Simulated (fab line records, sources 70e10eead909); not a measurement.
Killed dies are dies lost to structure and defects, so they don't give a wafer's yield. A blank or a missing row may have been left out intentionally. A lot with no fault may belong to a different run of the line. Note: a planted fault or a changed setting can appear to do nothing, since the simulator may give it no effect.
fab line records | flow nandHarc
[record] lots = 12 wafers = 36 lastDay = 24
route steps=1159 shown P_M0@279 P_M1@303 END@1159
lots untouched by any fault: they come from a run of this same line in which no faults occurred
startH: hours from the record's first day to the start of the lot's first wafer shown | waitH: hours since the lot's step before | " as in the row above | L1.1+2: several wafers, shown together as one row | - either no value or no given start | * or withheld: withheld | < > ~ a bound
route shown NAME@n: NAME is a module with steps in the file, n the number in the route of the first one | usual: mean and standard deviation over wafers with no fault | same: alike in all rows | chamber/n: place in a boat | sites: the reading at each site | _std_site: standard deviation across them | _edge_site: outer sites' mean less inner sites' | radiusMm: how far each site lies from the wafer's centre | mask NAME#n: copy n | behind: the most recent tool/chamber to have shaped the wafer | hold: reason for holding the lot/hours on hold/outcome of the hold | device: the n, p or np transistor that did not switch | end of line: tests run on the same wafers once the route is complete | step lacking rows: just its recipe | killed: count of dies lost to structure and defects at first sort (not the wafer's yield) | map: the dies of a wafer, with x for killed, . for not killed, _ for no die there
set.NAME: the setting as run; set.NAME@STEP: as run at that earlier step | model.NAME: the simulator's own value behind a step, which no gauge read
the route's steps for a sample of lots (tables are steps, rows are wafers)
services: a tool's chamber out of use, with start hour (startH, from the record's first day; less than 0 if before it), hours out, and reason
[[steps]]
[step NHARC_P_M0_THK_MEAS_24]
[recipe] thkMeasGauge = xrf
[usual] thkNm = 118.1/1.5
// columns lot.wafer tool chamber startH waitH thkNm
L125.2 filmMetro-01 - 139.00 - 117.7
L125.3 " - " " 119.2
L125.4 " - " " 120.3
L127.1 filmMetro-01 - 139.45 - 117.8
L127.5 " - " " 119.0
L127.6 " - " " 116.4
L126.3 filmMetro-01 - 140.08 - 120.0
L126.4 " - " " 121.4
L126.6 " - " " 117.8
L128.1 filmMetro-02 - 140.17 - 120.1
L128.5 " - " " 118.9
L128.6 " - " " 117.9
L130.1 filmMetro-02 - 150.69 - 118.4
L130.2 " - " " 118.3
L130.6 " - " " 118.4
L131.1 filmMetro-02 - 155.45 - 118.4
L131.3 " - " " 118.0
L131.6 " - " " 116.4
L132.1 filmMetro-01 - 156.89 - 118.3
L132.2 " - " " 117.0
L132.6 " - " " 120.0
L134.1 filmMetro-01 - 180.20 - 119.7
L134.3 " - " " 116.8
L134.6 " - " " 117.7
L137.1 filmMetro-01 - 197.49 - 118.7
L137.5 " - " " 120.2
L137.6 " - " " 117.1
L138.1 filmMetro-02 - 210.15 - 117.2
L138.3 " - " " 116.1
L138.4 " - " " 117.4
L140.1 filmMetro-02 - 215.40 - 119.2
L140.5 " - " " 118.5
L140.6 " - " " 116.2
L146.1 filmMetro-01 - 253.52 - 120.3
L146.2 " - " " 117.8
L146.4 " - " " 117.7
[step NHARC_P_M0_DEP_32]
[recipe] targetThkA = 300 tempC = 370 targetThkNm = 30 pressureTorr = 3 flowSccm = 200 rfW = 450 material = SiCN
[usual] chamberPressureTorr = 2.999/0.0074 heaterPowerW = 569/84
// columns lot.wafer tool chamber startH waitH chamberPressureTorr heaterPowerW
L125.3 pecvd-04 2 139.35 0.1 3.001 513
L125.2 " 0 " " 3.010 561
L125.4 " 1 " " 3.001 369
L127.1 pecvd-01 2 139.79 0.1 2.990 506
L127.5 " 1 " " 2.999 444
L127.6 " 2 " " 2.998 508
L126.3 pecvd-02 0 140.43 0.1 3.011 670
L126.6 " 2 " " 2.987 612
L126.4 " 1 " " 3.009 604
L128.1 pecvd-01 2 140.56 0.1 3.005 562
L128.5 " 0 " " 2.989 587
L128.6 " 1 " " 2.986 444
L130.1 pecvd-04 0 150.99 0.1 3.003 582
L130.2 " 2 " " 2.987 547
L130.6 " 1 " " 3.009 478
L131.1 pecvd-01 0 155.76 0.1 2.991 643
L131.3 " 2 " " 3.000 535
L131.6 " 0 " " 2.988 657
L132.1 pecvd-04 1 157.19 0.1 3.004 442
L132.2 " 2 " " 2.995 517
L132.6 " 1 " " 3.008 450
L134.1 pecvd-02 1 180.73 0.1 2.997 589
L134.3 " 2 " " 3.005 538
L134.6 " 2 " " 2.998 532
L137.1 pecvd-01 2 197.84 0.1 3.001 499
L137.6 " 1 " " 2.996 431
L137.5 " 2 " " 3.005 504
L138.3 pecvd-02 0 210.50 0.1 3.008 731
L138.1 " 1 " " 3.001 653
L138.4 " 1 " " 2.997 660
L140.1 pecvd-02 2 215.70 0.1 3.006 543
L140.6 " 0 " " 2.995 665
L140.5 " 1 " " 3.007 643
L146.1 pecvd-04 0 253.86 0.1 2.996 529
L146.2 " 1 " " 3.004 428
L146.4 " 1 " " 3.009 424
[step NHARC_P_M1_ETCH_28]
[recipe] targetDepthA = 300 overEtchFrac = 0.3 timeS = 72.99 ionEnergyEv = 150 cf4FlowSccm = 50 n2FlowSccm = 100 arFlowSccm = 150 rfW = 300 biasW = 100 chemistry = CF4/N2
[usual] drypumpMotorCurrentA = 5.6/0.49 oesProductAu = 0.996/0.011 rfVppV = 314.0/2.1 showerheadPlenumPTorr = 2.62/0.12 throttleValvePct = 19.795/0.01
// columns lot.wafer tool chamber startH waitH drypumpMotorCurrentA oesProductAu rfHoursCounterH rfVppV showerheadPlenumPTorr throttleValvePct
L125.2 rieDiel-04 0 141.38 - 5.3 1.005 0 317.8 2.81 19.806
L125.3 " 1 " " 6.0 1.012 0 313.8 2.54 19.786
L125.4 " 2 " " 5.8 1.004 1 312.8 2.54 19.799
L127.1 rieDiel-04 1 141.83 - 6.0 1.001 1 313.4 2.54 19.795
L127.6 " 1 " " 6.0 1.013 - 312.6 2.54 19.803
L127.5 " 2 " " 5.8 1.003 - 312.4 2.54 19.799
L126.3 rieDiel-04 1 142.35 - 6.0 1.004 1 312.6 2.54 19.805
L126.4 " 2 " " 5.8 0.994 1 312.9 2.54 19.804
L126.6 " 2 " " 5.8 0.993 - 314.0 2.54 19.787
L128.1 rieDiel-10 1 142.65 - 5.0 1.004 3 317.9 2.80 19.792
L128.6 " 3 " " 6.5 0.990 - 313.8 2.65 19.802
L128.5 " 0 " " 4.9 0.986 - 312.6 2.51 19.782
L130.2 rieDiel-06 3 152.93 - 4.7 0.991 7 316.0 2.73 19.798
L130.1 " 0 " " 5.8 1.001 7 314.1 2.60 19.800
L130.6 " 2 " " 5.8 0.974 - 312.9 2.50 19.792
L131.3 rieDiel-10 1 157.81 - 5.0 1.002 3 316.6 2.80 19.794
L131.1 " 0 " " 4.9 0.988 3 312.7 2.51 19.793
L131.6 " 2 " " 5.8 0.971 - 316.3 2.78 19.771
L132.2 rieDiel-06 0 159.24 - 5.8 0.996 7 313.8 2.60 19.777
L132.1 " 1 " " 6.3 1.011 7 311.9 2.47 19.785
L132.6 " 1 " " 6.3 1.001 - 312.0 2.47 19.794
L134.3 rieDiel-06 0 191.39 - 5.8 0.823 9 313.2 2.59 19.788
L134.1 " 1 " " 6.3 0.834 9 311.6 2.47 19.784
L134.6 " 2 " " 5.8 0.832 - 313.0 2.50 19.782
L137.1 rieDiel-06 2 199.73 - 5.8 0.831 10 312.7 2.50 19.791
L137.6 " 3 " " 4.7 0.830 - 315.4 2.73 19.801
L137.5 " 0 " " 5.8 0.821 - 314.5 2.59 19.793
L138.1 rieDiel-04 0 212.52 - 5.3 0.999 5 316.0 2.81 19.808
L138.4 " 1 " " 6.0 1.008 5 312.7 2.54 19.795
L138.3 " 3 " " 5.4 0.986 5 313.6 2.57 19.766
L140.1 rieDiel-10 2 217.74 - 5.8 0.979 1 316.9 2.78 19.793
L140.5 " 2 " " 5.8 0.986 - 316.7 2.78 19.803
L140.6 " 3 " " 6.4 0.994 - 314.9 2.65 19.792
L146.2 rieDiel-04 2 255.94 - 5.8 0.999 8 313.8 2.54 19.801
L146.1 " 3 " " 5.5 1.004 6 314.3 2.57 19.794
L146.4 " 0 " " 5.3 1.009 7 317.2 2.81 19.788
[step NHARC_P_M1_THK_MEAS_24]
[recipe] thkMeasGauge = xrf
[usual] thkNm = 158.2/1.3
// columns lot.wafer tool chamber startH waitH thkNm
L125.2 filmMetro-01 - 143.19 - 156.7
L125.3 " - " " 157.4
L125.4 " - " " 159.2
L127.1 filmMetro-01 - 143.63 - 157.4
L127.5 " - " " 158.8
L127.6 " - " " 160.9
L126.3 filmMetro-01 - 144.14 - 159.2
L126.4 " - " " 158.2
L126.6 " - " " 159.1
L128.1 filmMetro-02 - 144.45 - 154.6
L128.5 " - " " 157.7
L128.6 " - " " 158.2
L130.1 filmMetro-01 - 154.74 - 158.4
L130.2 " - " " 159.5
L130.6 " - " " 158.7
L131.1 filmMetro-02 - 159.72 - 158.9
L131.3 " - " " 157.0
L131.6 " - " " 158.2
L132.1 filmMetro-02 - 161.04 - 158.9
L132.2 " - " " 156.1
L132.6 " - " " 158.0
L134.1 filmMetro-02 - 193.18 - 159.1
L134.3 " - " " 160.6
L134.6 " - " " 158.5
L137.1 filmMetro-01 - 201.50 - 158.6
L137.5 " - " " 155.8
L137.6 " - " " 158.1
L138.1 filmMetro-01 - 214.33 - 156.7
L138.3 " - " " 157.3
L138.4 " - " " 156.0
L140.1 filmMetro-01 - 219.54 - 157.6
L140.5 " - " " 157.3
L140.6 " - " " 159.9
L146.1 filmMetro-02 - 257.74 - 159.1
L146.2 " - " " 155.4
L146.4 " - " " 159.5
[step NHARC_END_SORT_01]
[recipe] tempC = 25
[usual] defectLimitedYield = 95.2/1.6 killedAtArray = 29/10 killedAtOther = 0.7/1.1 killedAtPeriphery = 3.2/2.2 killedDies = 33/11 killedOpen = 3.5/1.8 killedShort = 2.0/1.4 sort_bin_2_pct = 1.5/0.61 sort_bin_3_pct = 0.29/0.22 sort_bin_4_pct = 3.1/1.1 sortNPass = 644/11 sortRimYieldPct = 95/3.3 sortYieldPct = 95.2/1.6
[same] grossDies = 677 sort_bin_5_pct[%] = 0 sort_bin_6_pct[%] = 0 sort_bin_7_pct[%] = 0 sort_bin_8_pct[%] = 0 sortRimNGross = 106.00
// columns lot.wafer tool chamber startH waitH defectLimitedYield[%] killedAtArray killedAtOther killedAtPeriphery killedDies killedOpen killedShort sort_bin_2_pct[%] sort_bin_3_pct[%] sort_bin_4_pct[%] sortNPass sortRimYieldPct[%] sortYieldPct[%]
L125.2 prober-02 0 467.73 2.8 97.5 14 0 3 17 3 1 1.0 0.15 1.3 660 95 97.5
L125.3 prober-02 0 468.53 3.1 96.6 20 0 3 23 5 5 1.0 0.44 1.9 654 98 96.6
L125.4 prober-02 0 469.33 3.4 96.6 17 1 5 23 2 1 0.7 0.15 2.5 654 100 96.6
L127.1 prober-01 0 474.61 2.5 95.6 24 0 6 30 6 4 0.9 0.15 3.4 647 95 95.6
L127.5 prober-01 0 477.77 3.6 96.3 23 0 2 25 3 1 1.9 0.15 1.6 652 94 96.3
L127.6 prober-01 0 478.55 3.9 95.9 25 1 2 28 0 3 1.5 0.30 2.4 649 99 95.9
L126.3 prober-02 0 476.34 3.1 93.5 36 1 7 44 6 3 2.1 0.30 4.1 633 94 93.5
L126.4 prober-02 0 477.14 3.4 94.1 38 0 2 40 3 1 1.9 0.44 3.5 637 94 94.1
L126.6 prober-02 0 478.73 4.0 93.4 41 0 4 45 2 1 2.2 0.30 4.1 632 97 93.4
L130.1 prober-01 0 482.31 2.5 96.3 23 0 2 25 2 1 0.7 0.59 2.4 652 99 96.3
L130.2 prober-01 0 483.11 2.8 95.9 23 0 5 28 3 1 1.3 0.59 2.2 649 90 95.9
L130.6 prober-01 0 486.33 4.0 93.2 37 0 9 46 6 0 1.2 0.44 5.2 631 96 93.2
L132.1 prober-02 0 482.50 2.5 97.5 15 0 2 17 4 0 0.7 0.15 1.6 660 98 97.5
L132.2 prober-02 0 483.31 2.8 95.9 26 0 2 28 2 1 1.3 0.44 2.4 649 98 95.9
L132.6 prober-02 0 486.55 4.1 96.5 23 1 0 24 2 0 0.9 0.30 2.4 653 98 96.5
L128.1 prober-01 0 490.15 2.5 95.6 29 0 1 30 3 0 1.6 0.30 2.5 647 98 95.6
L128.5 prober-01 0 493.42 3.8 93.5 40 0 4 44 4 4 1.9 0.59 4.0 633 93 93.5
L128.6 prober-01 0 494.24 4.1 96.3 23 0 2 25 4 1 0.9 0.30 2.5 652 95 96.3
L131.1 prober-01 0 498.08 2.5 95.4 24 3 4 31 5 0 1.9 0.15 2.5 646 89 95.4
L131.3 prober-01 0 499.68 3.1 94.4 35 2 1 38 2 4 1.6 0.44 3.5 639 94 94.4
L131.6 prober-01 0 502.09 4.0 95.4 26 1 4 31 6 4 1.2 0.15 3.2 646 94 95.4
L137.1 prober-02 0 506.07 2.5 92.9 42 0 6 48 3 5 2.1 0 5.0 629 85 92.9
L137.5 prober-02 0 509.29 3.7 88.2 54 0 26 80 0 3 5.8 0.44 5.6 597 81 88.2
L137.6 prober-02 0 510.10 4.0 93.8 37 0 5 42 2 2 2.1 0.15 4.0 635 90 93.8
L134.1 prober-01 0 513.67 2.5 95.9 13 0 15 28 2 2 1.6 0.44 2.1 649 91 95.9
L134.3 prober-01 0 515.30 3.1 97.0 8 0 12 20 2 0 1.9 0 1.0 657 95 97.0
L134.6 prober-01 0 517.74 4.1 95.1 22 1 10 33 4 3 1.5 0.74 2.7 644 98 95.1
L138.1 prober-02 0 534.31 2.5 95.7 26 0 3 29 3 4 1.6 0 2.7 648 99 95.7
L138.3 prober-02 0 535.91 3.1 97.3 18 0 0 18 2 1 0.9 0.15 1.6 659 99 97.3
L138.4 prober-02 0 536.71 3.4 96.9 19 1 1 21 3 1 0.7 0.15 2.2 656 91 96.9
L140.1 prober-02 0 542.14 2.5 94.2 38 0 1 39 2 0 1.9 0 3.8 638 99 94.2
L140.5 prober-02 0 545.36 3.7 93.6 39 0 4 43 1 1 1.8 0.15 4.4 634 91 93.6
L140.6 prober-02 0 546.16 4.0 92.8 42 0 7 49 9 2 2.7 0.30 4.3 628 92 92.8
L146.1 prober-02 0 574.24 2.5 93.6 41 0 2 43 3 2 1.2 0.44 4.7 634 91 93.6
L146.2 prober-02 0 575.04 2.8 92.9 43 2 3 48 2 2 2.1 0 5.0 629 90 92.9
L146.4 prober-02 0 576.63 3.4 96.2 25 0 1 26 2 1 1.5 0.44 1.9 651 90 96.2
// killed by level:class
L125.2 A_STAIRCASE:chamberFilmFlake=4 A_CONTACT:chamberFilmFlake=3 A_WL_FILL:chamberFilmFlake=2 P_CONTACT:geometricParticle:open=1 A_STAIRCASE:geometricParticle:open=1 A_SGD_CUT:geometricParticle:open=1 A_WL_FILL:geometricParticle:short=1 P_GATE:chamberFilmFlake=1
L125.3 A_WL_FILL:geometricParticle:short=3 A_M0:chamberFilmFlake=3 A_CONTACT:chamberFilmFlake=3 A_CONTACT:geometricParticle:open=2 P_GATE:chamberFilmFlake=2 A_WL_FILL:chamberFilmFlake=2 P_M0:geometricParticle:short=1 A_ONON_D1:geometricParticle:open=1
L125.4 A_CHANNEL_HOLE_D1:chamberFilmFlake=6 A_STAIRCASE:chamberFilmFlake=4 P_GATE:chamberFilmFlake=3 A_ONON_D1:geometricParticle:open=1 A_CHANNEL_FILL_D1:geometricParticle:short=1 A_M0:geometricParticle:open=1 P_ZERO_WELL:chamberFilmFlake=1 P_M1:chamberFilmFlake=1
L127.1 A_CHANNEL_HOLE_D1:chamberFilmFlake=10 A_CONTACT:chamberFilmFlake=3 A_ONON_D1:geometricParticle:short=2 A_M0:geometricParticle:open=2 A_CHANNEL_FILL_D1:chamberFilmFlake=2 P_CONTACT:geometricParticle:open=1 P_M0:geometricParticle:short=1 P_M2:geometricParticle:open=1
L126.3 A_CHANNEL_HOLE_D1:chamberFilmFlake=14 A_SLIT:chamberFilmFlake=8 P_GATE:chamberFilmFlake=4 A_WL_FILL:chamberFilmFlake=4 A_CHANNEL_FILL_D1:geometricParticle:open=2 A_STAIRCASE:chamberFilmFlake=2 P_CONTACT:geometricParticle:open=1 A_SOURCE_PLATE:geometricParticle:open=1
L126.4 A_CHANNEL_HOLE_D1:chamberFilmFlake=15 A_SLIT:chamberFilmFlake=11 A_CONTACT:chamberFilmFlake=4 P_GATE:chamberFilmFlake=2 A_STAIRCASE:chamberFilmFlake=2 A_ONON_D1:geometricParticle:short=1 A_ONON_D1:geometricParticle:open=1 A_CHANNEL_FILL_D1:geometricParticle:open=1
L127.5 A_CHANNEL_HOLE_D1:chamberFilmFlake=14 A_STAIRCASE:chamberFilmFlake=2 P_STI:geometricParticle:open=1 A_CHANNEL_FILL_D1:geometricParticle:open=1 A_WL_FILL:geometricParticle:short=1 A_CONTACT:geometricParticle:open=1 P_GATE:chamberFilmFlake=1 A_ZERO_WELL:chamberFilmFlake=1
L127.6 A_CHANNEL_HOLE_D1:chamberFilmFlake=17 A_STAIRCASE:chamberFilmFlake=3 A_CONTACT:chamberFilmFlake=2 A_CHANNEL_FILL_D1:geometricParticle:short=1 A_SGD_CUT:geometricParticle:short=1 A_CONTACT:geometricParticle:short=1 P_ZERO_WELL:chamberFilmFlake=1 P_GATE:chamberFilmFlake=1
L126.6 A_SLIT:chamberFilmFlake=16 A_CHANNEL_HOLE_D1:chamberFilmFlake=13 A_CONTACT:chamberFilmFlake=3 P_ZERO_WELL:chamberFilmFlake=2 A_STAIRCASE:chamberFilmFlake=2 A_WL_FILL:chamberFilmFlake=2 A_M0:chamberFilmFlake=2 A_SOURCE_PLATE:geometricParticle:open=1
L130.1 A_SLIT:chamberFilmFlake=9 A_CHANNEL_HOLE_D1:chamberFilmFlake=4 A_STAIRCASE:chamberFilmFlake=3 A_CONTACT:geometricParticle:open=2 A_ZERO_WELL:chamberFilmFlake=2 A_ONON_D1:geometricParticle:short=1 P_STI:chamberFilmFlake=1 P_BONDPAD:chamberFilmFlake=1
L132.1 A_CHANNEL_HOLE_D1:chamberFilmFlake=10 P_CONTACT:geometricParticle:open=1 P_M1:geometricParticle:open=1 A_ONON_D1:geometricParticle:open=1 A_CHANNEL_FILL_D1:geometricParticle:open=1 A_SLIT:chamberFilmFlake=1 A_STAIRCASE:chamberFilmFlake=1 A_CONTACT:chamberFilmFlake=1
L130.2 A_SLIT:chamberFilmFlake=9 P_BONDPAD:chamberFilmFlake=4 A_CHANNEL_HOLE_D1:chamberFilmFlake=3 A_STAIRCASE:chamberFilmFlake=3 A_ZERO_WELL:chamberFilmFlake=2 A_CONTACT:chamberFilmFlake=2 A_ONON_D1:geometricParticle:open=1 A_ONON_D1:geometricParticle:short=1
L132.2 A_CHANNEL_HOLE_D1:chamberFilmFlake=17 A_STAIRCASE:chamberFilmFlake=4 A_CONTACT:chamberFilmFlake=2 P_M2:geometricParticle:short=1 A_WL_FILL:geometricParticle:open=1 A_CONTACT:geometricParticle:open=1 P_BONDPAD:chamberFilmFlake=1 A_ZERO_WELL:chamberFilmFlake=1
L130.6 A_SLIT:chamberFilmFlake=19 A_STAIRCASE:chamberFilmFlake=6 P_BONDPAD:chamberFilmFlake=5 A_CHANNEL_HOLE_D1:chamberFilmFlake=3 A_WL_FILL:chamberFilmFlake=3 P_ZERO_WELL:chamberFilmFlake=2 A_CONTACT:chamberFilmFlake=2 P_GATE:geometricParticle:open=1
L132.6 A_CHANNEL_HOLE_D1:chamberFilmFlake=18 A_STAIRCASE:chamberFilmFlake=2 A_CONTACT:chamberFilmFlake=2 A_CONTACT:geometricParticle:open=1 STARTING-WAFER:geometricParticle:open=1
L128.1 A_SLIT:chamberFilmFlake=11 A_STAIRCASE:chamberFilmFlake=5 A_ZERO_WELL:chamberFilmFlake=4 A_M1:chamberFilmFlake=3 A_CHANNEL_HOLE_D1:chamberFilmFlake=2 P_GATE:geometricParticle:open=1 A_CHANNEL_HOLE_D1:geometricParticle:open=1 A_M0:geometricParticle:open=1
L128.5 A_SLIT:chamberFilmFlake=14 A_CHANNEL_HOLE_D1:chamberFilmFlake=5 A_SGD_CUT:chamberFilmFlake=5 A_STAIRCASE:chamberFilmFlake=3 A_WL_FILL:chamberFilmFlake=2 A_CONTACT:chamberFilmFlake=2 A_M1:chamberFilmFlake=2 P_M0:geometricParticle:short=1
L128.6 A_SLIT:chamberFilmFlake=9 A_CONTACT:chamberFilmFlake=3 A_ZERO_WELL:chamberFilmFlake=2 A_CHANNEL_HOLE_D1:chamberFilmFlake=2 A_STAIRCASE:chamberFilmFlake=2 P_M0:geometricParticle:open=1 P_M1:geometricParticle:open=1 A_ONON_D1:geometricParticle:open=1
L131.1 A_SLIT:chamberFilmFlake=14 A_SGD_CUT:chamberFilmFlake=4 THIN_TSV:chamberFilmFlake=3 A_CONTACT:geometricParticle:open=2 P_ZERO_WELL:chamberFilmFlake=2 P_STI:geometricParticle:open=1 P_GATE:geometricParticle:open=1 A_WL_FILL:geometricParticle:open=1
L131.3 A_SLIT:chamberFilmFlake=18 A_CHANNEL_HOLE_D1:chamberFilmFlake=3 A_STAIRCASE:chamberFilmFlake=3 A_CONTACT:geometricParticle:short=2 A_SGD_CUT:chamberFilmFlake=2 THIN_TSV:chamberFilmFlake=2 A_CHANNEL_FILL_D1:geometricParticle:short=1 A_SGD_CUT:geometricParticle:short=1
L131.6 A_SLIT:chamberFilmFlake=12 A_WL_FILL:geometricParticle:short=3 A_CHANNEL_HOLE_D1:chamberFilmFlake=3 A_SGD_CUT:chamberFilmFlake=2 P_CONTACT:geometricParticle:short=1 P_CONTACT:geometricParticle:open=1 P_M0:geometricParticle:open=1 A_ONON_D1:geometricParticle:open=1
L137.1 A_CHANNEL_HOLE_D1:chamberFilmFlake=15 A_SLIT:chamberFilmFlake=13 A_CHANNEL_HOLE_D1:geometricParticle:short=3 P_M2:chamberFilmFlake=3 A_STAIRCASE:chamberFilmFlake=3 A_CONTACT:chamberFilmFlake=3 A_ONON_D1:geometricParticle:open=2 P_M1:areaEtch=2
L137.5 P_M1:areaEtch=26 A_CHANNEL_HOLE_D1:chamberFilmFlake=19 A_SLIT:chamberFilmFlake=16 A_STAIRCASE:chamberFilmFlake=9 A_CONTACT:chamberFilmFlake=4 A_WL_FILL:chamberFilmFlake=3 A_CHANNEL_FILL_D1:geometricParticle:short=1 A_WL_FILL:geometricParticle:short=1
L137.6 A_CHANNEL_HOLE_D1:chamberFilmFlake=13 A_SLIT:chamberFilmFlake=11 A_STAIRCASE:chamberFilmFlake=7 P_M1:areaEtch=3 A_M0:geometricParticle:open=2 A_CONTACT:chamberFilmFlake=2 P_CONTACT:geometricParticle:short=1 A_CONTACT:geometricParticle:short=1
L134.1 P_M1:areaEtch=9 P_GATE:chamberFilmFlake=5 A_CONTACT:chamberFilmFlake=3 A_CHANNEL_HOLE_D1:chamberFilmFlake=2 A_WL_FILL:chamberFilmFlake=2 A_SOURCE_PLATE:geometricParticle:short=1 A_ONON_D1:geometricParticle:open=1 A_CONTACT:geometricParticle:short=1
L134.3 P_M0:chamberFilmFlake=6 P_M1:areaEtch=4 P_GATE:chamberFilmFlake=2 A_CHANNEL_HOLE_D1:chamberFilmFlake=2 A_CONTACT:geometricParticle:open=1 A_M0:geometricParticle:open=1 A_SLIT:chamberFilmFlake=1 A_CONTACT:chamberFilmFlake=1
L134.6 A_CONTACT:chamberFilmFlake=5 P_M1:areaEtch=5 A_CHANNEL_HOLE_D1:chamberFilmFlake=4 A_WL_FILL:chamberFilmFlake=3 A_CONTACT:geometricParticle:open=2 A_M0:geometricParticle:open=2 P_STI:chamberFilmFlake=2 P_CONTACT:chamberFilmFlake=2
L138.1 A_CHANNEL_HOLE_D1:chamberFilmFlake=8 A_BONDPAD:chamberFilmFlake=6 A_CONTACT:chamberFilmFlake=5 A_ONON_D1:geometricParticle:short=2 P_GATE:geometricParticle:open=1 A_CHANNEL_FILL_D1:geometricParticle:short=1 A_SGD_CUT:geometricParticle:short=1 A_WL_FILL:geometricParticle:open=1
L138.3 A_BONDPAD:chamberFilmFlake=8 A_CHANNEL_HOLE_D1:chamberFilmFlake=4 A_CONTACT:chamberFilmFlake=3 A_ONON_D1:geometricParticle:open=1 A_WL_FILL:geometricParticle:short=1 A_WL_FILL:geometricParticle:open=1
L138.4 A_CONTACT:chamberFilmFlake=7 A_CHANNEL_HOLE_D1:chamberFilmFlake=5 A_BONDPAD:chamberFilmFlake=4 A_ONON_D1:geometricParticle:short=1 A_SGD_CUT:geometricParticle:open=1 A_M0:geometricParticle:open=1 P_STI:chamberFilmFlake=1 STARTING-WAFER:geometricParticle:open=1
L140.1 A_CHANNEL_HOLE_D1:chamberFilmFlake=20 A_SLIT:chamberFilmFlake=14 A_CHANNEL_HOLE_D1:geometricParticle:open=1 A_WL_FILL:geometricParticle:open=1 P_STI:chamberFilmFlake=1 A_CHANNEL_FILL_D1:chamberFilmFlake=1 A_WL_FILL:chamberFilmFlake=1
L140.5 A_CHANNEL_HOLE_D1:chamberFilmFlake=20 A_SLIT:chamberFilmFlake=16 P_STI:chamberFilmFlake=2 P_STI:geometricParticle:short=1 A_WL_FILL:geometricParticle:open=1 P_ZERO_WELL:chamberFilmFlake=1 A_CHANNEL_FILL_D1:chamberFilmFlake=1 A_CONTACT:chamberFilmFlake=1
L140.6 A_SLIT:chamberFilmFlake=16 A_CHANNEL_HOLE_D1:chamberFilmFlake=12 P_STI:chamberFilmFlake=3 A_CHANNEL_FILL_D1:geometricParticle:open=2 A_CHANNEL_FILL_D1:chamberFilmFlake=2 A_WL_FILL:chamberFilmFlake=2 P_GATE:geometricParticle:open=1 P_CONTACT:geometricParticle:open=1
L146.1 A_SLIT:chamberFilmFlake=15 A_CHANNEL_HOLE_D1:chamberFilmFlake=13 A_SGD_CUT:chamberFilmFlake=3 A_ZERO_WELL:chamberFilmFlake=3 A_BLC:geometricParticle:open=2 A_CHANNEL_FILL_D1:geometricParticle:open=1 A_BLC:geometricParticle:short=1 A_BONDPAD:geometricParticle:short=1
L146.2 A_SLIT:chamberFilmFlake=21 A_CHANNEL_HOLE_D1:chamberFilmFlake=10 A_SGD_CUT:chamberFilmFlake=4 A_CONTACT:chamberFilmFlake=3 A_STAIRCASE:chamberFilmFlake=2 THIN_TSV:chamberFilmFlake=2 P_M0:geometricParticle:open=1 A_CHANNEL_FILL_D1:geometricParticle:short=1
L146.4 A_SLIT:chamberFilmFlake=11 A_CHANNEL_HOLE_D1:chamberFilmFlake=6 A_SGD_CUT:chamberFilmFlake=6 P_M0:geometricParticle:open=1 A_SGD_CUT:geometricParticle:open=1 A_BONDPAD:geometricParticle:short=1
[[services]]
// columns tool chamber startH hours kind
rieDiel-04 0 120.90 - clean
rieDiel-04 1 120.90 - clean
rieDiel-04 2 120.90 - clean
rieDiel-04 3 120.90 - clean
rieDiel-06 1 132.28 3.8 repair
rieDiel-04 0 145.40 - clean
rieDiel-04 1 145.40 - clean
rieDiel-04 2 145.40 - clean
rieDiel-04 3 145.40 - clean
pecvd-02 - 153.20 13.0 pm
rieDiel-04 0 169.90 - clean
rieDiel-04 1 169.90 - clean
rieDiel-10 - 176.50 9.0 pm
pecvd-04 2 177.51 5.0 repair
pecvd-04 - 195.00 13.0 pm
rieDiel-06 2 202.96 13.3 repair
rieDiel-10 0 207.78 2.1 repair
rieDiel-04 1 228.61 4.2 repair
rieDiel-04 2 233.14 5.4 repair
pecvd-01 - 237.40 13.0 pm
rieDiel-06 - 241.21 9.0 pm
pecvd-04 - 244.85 1.2 repair
rieDiel-10 0 248.10 6.1 repair
rieDiel-10 2 252.95 12.7 repair
[[key]]
[firstSign] step = NHARC_P_M1_ETCH_28 reading = oesProductAu direction = down sigmas = 15 usual = 0.996 struck = 0.828
[effect] step = NHARC_END_SORT_01 reading = killedAtPeriphery direction = up sigmas = 4.1 usual = 3.2 struck = 12.3 wafersMoved = 4
metAt NHARC_P_M1_ETCH_28
struckLots L134,L137
notActingAt NHARC_P_M0_THK_MEAS_24,NHARC_P_M0_DEP_32,NHARC_P_M1_THK_MEAS_24
onsetBetween 159.24 191.39
[fault] kind = processParameterDrift tool = rieDiel-06 chamber = - onsetH = 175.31 steps = NHARC_P_M1_ETCH_28 channel = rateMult offset = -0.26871 shape = step endH = 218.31
